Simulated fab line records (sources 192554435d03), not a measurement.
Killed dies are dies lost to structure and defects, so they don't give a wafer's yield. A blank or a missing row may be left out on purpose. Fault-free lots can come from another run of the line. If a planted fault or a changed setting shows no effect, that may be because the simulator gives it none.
Comparing a struck lot with a sound one :: flow n5-finfet :: 13 steps out of a route of 1938
Sound: these wafers, L850.1, L850.2, L850.5. Struck: wafer L845.2. (L845.3, L845.5 of the same lot were not struck and are left out.) The cause comes at the end.
Order at every step that has rows: each side's tool, ch and its chambers, its first start. Under that, the readings that differ: sound wafers :: struck wafers :: difference of the means :: sigmas: that difference in standard deviations of wafers without a fault.
alike: a reading whose means differ by less than 2 such deviations, as well as words and numbers matching on both sides. not compared: withheld readings; readings where some wafer has no value; bounds like >300 that might hide an equal value; numbers whose values overlap and for which the record gives no deviation.
Wherever a step has rows on one side only, a row that says differs or no value, or a row with sigmas, the two part there. Numbers that don't overlap but have no deviation are shown without sigmas and don't part them. Lack of a reading on every wafer of one side parts them only where that side has two or more wafers.

first, 9 steps without rows for these wafers: N5_HKMG_FIN_SOFTBAKE_07 (time 60 s); N5_HKMG_FIN_EXPOSE_09 (exposes mask NWFM, target cd 98 nm); N5_HKMG_FIN_PEB_10 (peb time 60 s); N5_HKMG_FIN_DEVELOP_11 (develop time 30 s); N5_HKMG_FIN_DESCUM_17 (chemistry O2, time 7.9 s); N5_HKMG_FIN_ETCH_31 (etches SiARC in CF4, target depth 45.5 nm, time 75.8 s); N5_HKMG_FIN_ETCH_32 (etches SOC in N2/H2, target depth 240 nm, time 300 s); N5_HKMG_FIN_STRIP_33 (strips in N2/H2); N5_HKMG_FIN_STRIP_34 (strips in CF4).
N5_HKMG_FIN_ETCH_35: etches SOC in N2/H2, target depth 215.8 nm, time 243.4 s.
  sound on rie-diel-02 ch 1,3, day 7 11:46; struck on rie-diel-01 ch 0, day 6 09:11
reading: drypump-motor-current-A (A)
sound: 5.6 4.8 4.7
struck: 6.1
difference: +1.1
sigmas: +2

reading: run-length-s (s)
sound: 266.7 267.1 267.0
struck: 226.3
difference: -40.6
sigmas: -97

reading: throttle-valve-pct (%)
sound: 17.49 17.77 17.77
struck: 18.04
difference: +0.36
sigmas: +2

reading: model.HKMG_FIN.feature-depth-nm (nm)
sound: 220.4 213 214
struck: 185.4
difference: -30.4
sigmas: 

reading: model.SOC_of_HKMG_FIN_COAT_29.thk-nm (nm)
sound: 79.8 86.8 85.8
struck: 113.6
difference: +29.5
sigmas: 

reading: model.etch.depth-nm (nm)
sound: 220.5 213 214.1
struck: 185.5
difference: -30.4
sigmas: 
  alike: n2-flow-sccm, oes-product-au, rf-vpp-V, showerhead-plenum-p-Torr
  not compared: rf-hours-counter-h
N5_HKMG_FIN_STRIP_92: strips SOC in N2/H2, time 20 s.
  sound on rie-diel-02 ch 1,3, day 7 11:55; struck on rie-diel-01 ch 0, day 6 09:19
reading: drypump-motor-current-A (A)
sound: 5.6 4.8 4.8
struck: 6.1
difference: +1.0
sigmas: +2

reading: throttle-valve-pct (%)
sound: 18.37 18.68 18.69
struck: 19.15
difference: +0.57
sigmas: +2

reading: model.SOC_of_HKMG_FIN_COAT_29.thk-nm (nm)
sound: 69.4 76.6 75.8
struck: 103
difference: +29
sigmas: 
  alike: bias-power-w, n2-flow-sccm, oes-product-au, rf-vpp-V, showerhead-plenum-p-Torr
  not compared: rf-hours-counter-h
then, 1 step without rows for these wafers: N5_HKMG_FIN_WET_ETCH_18 (etches TiN in SC1, time 55 s, target depth 5.2 nm, rinse time 30 s).
-- here the record skips 4 days between the struck wafers' starts before and after, leaving off in module HKMG_FIN and picking up in module BEOL_M4 (first step shown: number 1111 of the route) --
N5_BEOL_M4_RC_MEAS_101:
  sound on prober-01 ch 0, day 11 08:21; struck on prober-02 ch 0, day 10 03:14
  alike: DIBL_N, DIBL_P, IOFF_N, IOFF_P, ION_N, ION_P, SS_N, SS_P, VT_N, VT_P

WHERE THEY PART
First at N5_HKMG_FIN_ETCH_35; last, within this record, at N5_HKMG_FIN_STRIP_92. Later steps at which nothing parts them and some readings are alike: N5_BEOL_M4_RC_MEAS_101.

WHY: whatever the simulator had introduced
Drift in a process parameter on rie-diel-01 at N5_HKMG_FIN_ETCH_35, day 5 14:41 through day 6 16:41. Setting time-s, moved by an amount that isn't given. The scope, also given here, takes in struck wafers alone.
